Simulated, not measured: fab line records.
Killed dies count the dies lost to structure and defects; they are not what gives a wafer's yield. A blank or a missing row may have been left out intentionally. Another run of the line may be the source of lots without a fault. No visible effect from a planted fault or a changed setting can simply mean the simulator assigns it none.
The tool behind it: which one?	flow nand_harc	11 lots, 33 wafers sampled, at 4 steps of a route of 1159

WHAT THE GAUGES READ, wafer by wafer
NHARC_P_M2_INSPECT_27.
lot	measured	on	raw_defect_count
L792	day 6 15:46	defect_inspect-02	287 294 345
L791	day 6 16:23	defect_inspect-02	252 209 346
L794	day 6 19:27	defect_inspect-02	340 387 461
L793	day 7 00:23	defect_inspect-02	449 489 569
L795	day 7 06:02	defect_inspect-01	180 216 192
L796	day 7 06:40	defect_inspect-02	420 269 551
L798	day 8 05:09	defect_inspect-02	355 372 418
L802	day 9 10:34	defect_inspect-02	409 615 279
L808	day 10 13:31	defect_inspect-01	987 489 466
L809	day 10 19:37	defect_inspect-01	272 346 394
L812	day 11 12:46	defect_inspect-01	612 572 282

WHICH TOOL RAN EACH LOT (tool, then ch and the chambers of the sampled wafers, then the start)
lot	NHARC_P_M2_DEGAS_29	NHARC_P_M2_ECD_22	NHARC_P_M2_CMP_23
L792	pvd_sputter-03, day 6 14:12	ecd_cu-02 ch 0,1, day 6 14:34	cmp-04 ch 1,2,3, day 6 15:17
L791	pvd_sputter-02, day 6 14:43	ecd_cu-02 ch 0,1, day 6 15:12	cmp-04 ch 1,2,3, day 6 15:55
L794	pvd_sputter-03, day 6 17:51	ecd_cu-01 ch 0,1, day 6 18:18	cmp-03 ch 0,2, day 6 19:00
L793	pvd_sputter-01, day 6 22:51	ecd_cu-02 ch 1, day 6 23:15	cmp-01 ch 1,3, day 6 23:55
L795	pvd_sputter-02, day 7 04:28	ecd_cu-01 ch 0,1, day 7 04:50	cmp-04 ch 1,3, day 7 05:33
L796	pvd_sputter-03, day 7 05:04	ecd_cu-01 ch 0,1, day 7 05:25	cmp-04 ch 1,2, day 7 06:13
L798	pvd_sputter-03, day 8 03:34	ecd_cu-02 ch 0,1, day 8 03:58	cmp-01 ch 0,2,3, day 8 04:40
L802	pvd_sputter-03, day 9 08:57	ecd_cu-02 ch 0,1, day 9 09:22	cmp-01 ch 0,1,3, day 9 10:05
L808	pvd_sputter-02, day 10 11:56	ecd_cu-01 ch 0,1, day 10 12:19	cmp-03 ch 0,1,2, day 10 13:02
L809	pvd_sputter-03, day 10 18:01	ecd_cu-01 ch 0,1, day 10 18:23	cmp-04 ch 2,3, day 10 19:07
L812	pvd_sputter-03, day 11 11:14	ecd_cu-01 ch 0,1, day 11 11:35	cmp-04 ch 0,1,3, day 11 12:18
- NHARC_P_M2_DEGAS_29: time 60 s.
- NHARC_P_M2_ECD_22: material Cu, target thk 400 nm.
- NHARC_P_M2_CMP_23: polishes, t overpolish 20 s, target thk 144.3 nm.

THE ANSWER, worked out from the rows above alone
Rule: usual is defined by the lots themselves. The widest of any qualifying gaps counts: lots, ordered by their means at a reading, are off when they make up no more than a third of the lots, leave a main group of 4 or more, and stand apart from it by 3 or more times the standard deviation of that group's means. A main group whose means are all the same, to the digits that the tables above print for the reading, isn't used. Also off: a lot with no number at a reading for which 4 or more lots have one. Where the step has rows for the other lots, those lots are counted as sound.
No lot is off at any reading shown: from this, nothing can be told.

WHAT THE SIMULATOR HAD PUT IN
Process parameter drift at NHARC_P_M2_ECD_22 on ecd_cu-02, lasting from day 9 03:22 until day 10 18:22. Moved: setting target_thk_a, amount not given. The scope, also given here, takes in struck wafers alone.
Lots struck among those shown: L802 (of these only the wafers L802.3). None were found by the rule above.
